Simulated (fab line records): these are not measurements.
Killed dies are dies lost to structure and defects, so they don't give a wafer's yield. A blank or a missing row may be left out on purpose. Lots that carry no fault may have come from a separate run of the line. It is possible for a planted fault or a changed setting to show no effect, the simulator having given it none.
Split-lot study -- flow n5-finfet -- route with 1938 steps; 7 lots, 39 wafers read

## SPLIT DETAILS
At N5_DUMMY_GATE_EXPOSE_12 (exposes mask GATE, target cd 25 nm), the setting dose-mj was moved away from the recipe's 34 on 15 of the 39 wafers read, by -6.7% to +5.6%. The other wafers ran this setting at the recipe's value.

## FROM THE SPLIT TO THE READING: what the file shows between them, 9 steps
- N5_DUMMY_GATE_PEB_13: peb time 60 s
- N5_DUMMY_GATE_DEVELOP_14: develop time 30 s
- N5_DUMMY_GATE_CD_MEAS_15: target cd 25.8 nm
- N5_DUMMY_GATE_STRIP_38: strips in N2/H2
- N5_DUMMY_GATE_STRIP_39: strips in N2/H2
- N5_DUMMY_GATE_TRIM_49: chemistry O2, time 29 s, target cd 14 nm
- N5_DUMMY_GATE_STRIP_40: strips in CF4
- N5_DUMMY_GATE_CD_MEAS_50: target cd 14 nm
- N5_DUMMY_GATE_ETCH_44: etches poly-Si in HBr/O2, stops on SiO2, target depth 127.5 nm (also split here: target-depth-a)

## THE READING
cd-nm at N5_DUMMY_GATE_CD_MEAS_24, given in nm (cd target 15 nm). On this fab line, fault-free wafers typically give 15.2 nm with a standard deviation of 0.33 nm.

wafer,"tool, chamber at the split",dose-mj as run,against the recipe,"cd-nm, nm",against lot-mates on the recipe
L079.1,"euv-scanner-01, 0",34,recipe,15.2,-
L079.2,"euv-scanner-01, 0",35.91,+5.6%,14.2,-0.9
L079.3,"euv-scanner-01, 0",35.91,+5.6%,14.0,-1.1
L079.4,"euv-scanner-01, 0",34,recipe,15.1,-
L079.5,"euv-scanner-01, 0",34,recipe,15.0,-
L079.6,"euv-scanner-01, 0",35.91,+5.6%,14.2,-0.9
L080.1,"euv-scanner-01, 0",34,recipe,15.5,-
L080.2,"euv-scanner-01, 0",34,recipe,15.5,-
L080.3,"euv-scanner-01, 0",34,recipe,15.4,-
L080.4,"euv-scanner-01, 0",34,recipe,15.5,-
L080.5,"euv-scanner-01, 0",34,recipe,15.6,-
L080.6,"euv-scanner-01, 0",34,recipe,15.0,-
L081.1,"euv-scanner-02, 0",34,recipe,14.9,-
L081.2,"euv-scanner-02, 0",31.73,-6.7%,16.4,+1.1
L081.3,"euv-scanner-02, 0",31.73,-6.7%,16.7,+1.4
L081.4,"euv-scanner-02, 0",34,recipe,15.5,-
L081.5,"euv-scanner-02, 0",31.73,-6.7%,17.0,+1.7
L081.6,"euv-scanner-02, 0",34,recipe,15.5,-
L082.1,"euv-scanner-02, 0",34,recipe,14.9,-
L082.2,"euv-scanner-02, 0",34,recipe,14.8,-
L082.3,"euv-scanner-02, 0",34.8,+2.4%,14.4,-0.6
L082.4,"euv-scanner-02, 0",34,recipe,15.2,-
L082.5,"euv-scanner-02, 0",34.8,+2.4%,15.0,+0.0
L082.6,"euv-scanner-02, 0",34.8,+2.4%,14.6,-0.4
L083.1,"euv-scanner-02, 0",31.74,-6.6%,15.9,+0.9
L083.2,"euv-scanner-02, 0",34,recipe,15.1,-
L083.3,"euv-scanner-02, 0",34,recipe,14.9,-
L083.4,"euv-scanner-02, 0",34,recipe,15.1,-
L083.5,"euv-scanner-02, 0",31.74,-6.6%,16.5,+1.5
L083.6,"euv-scanner-02, 0",31.74,-6.6%,16.4,+1.4
L093.1,"euv-scanner-01, 0",31.77,-6.6%,16.0,+1.1
L093.2,"euv-scanner-01, 0",31.77,-6.6%,16.0,+1.1
L093.3,"euv-scanner-01, 0",34,recipe,15.0,-
L093.4,"euv-scanner-01, 0",31.77,-6.6%,16.2,+1.3
L093.5,"euv-scanner-01, 0",34,recipe,14.9,-
L093.6,"euv-scanner-01, 0",34,recipe,14.8,-
L094.2,"euv-scanner-01, 0",34,recipe,15.7,-
L094.3,"euv-scanner-01, 0",34,recipe,15.5,-
L094.6,"euv-scanner-01, 0",34,recipe,16.3,-

THE FIT
A straight line over all 39 wafers: cd-nm changes by -0.177 nm for each +1% of dose-mj; r = -0.88; the points scatter about the line by 0.34 nm.
The same after taking each lot's own level away (the mean of its wafers on the recipe; 39 wafers): -0.184 nm for each +1%; r = -0.95; scatter 0.22 nm.
Per that fit: largest dose-mj move, reading shift of 1.2 nm.
The span of the lots' own levels, 14.90 to 15.83 nm, comes to 2.8 times the standard deviation stated above.
The two slopes are in agreement: the lot-to-lot level therefore moves the slope only a little.
Check: +1.27 nm against its lot-mates is what the line predicts for one of the wafers moved furthest among these (-6.7%) when that wafer is left out of the fit. Against them it came out at +1.1 nm.

## FURTHER SPLITS ON THESE WAFERS
Before the reading, these wafers also passed through other splits. Each is held against what the fit with the lots' levels taken away leaves over:
other split on the same wafers,wafers away from the commonest value,r with cd-nm (lot level and that fit taken away)
N5_FIN_CUT_CUT_ETCH_26 time-s,12,+0.02
N5_DUMMY_GATE_ETCH_44 target-depth-a,12,-0.06

## THE WHOLE CHAIN: every reading that the file lists as answering this split, in the file's order
step,what it does,reading,change (the file's fit),r (the file's)
N5_DUMMY_GATE_CD_MEAS_15,target cd 25.8 nm,cd-nm,-0.195 nm for each +1% of the setting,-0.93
N5_DUMMY_GATE_TRIM_49,"chemistry O2, time 29 s, target cd 14 nm","DUMMY_GATE.cd-nm (the simulator's own value, which no gauge read)",-0.185 nm for each +1% of the setting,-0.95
N5_DUMMY_GATE_CD_MEAS_50,target cd 14 nm,cd-nm,-0.194 nm for each +1% of the setting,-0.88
N5_DUMMY_GATE_ETCH_44,"etches poly-Si in HBr/O2, stops on SiO2, target depth 127.5 nm","DUMMY_GATE.cd-nm (the simulator's own value, which no gauge read)",-0.201 nm for each +1% of the setting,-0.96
N5_DUMMY_GATE_CD_MEAS_24,target cd 15 nm,cd-nm,-0.187 nm for each +1% of the setting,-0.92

## THE FILE'S OWN FIT
cd-nm changes by -0.187 nm for each +1% of dose-mj, r = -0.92.
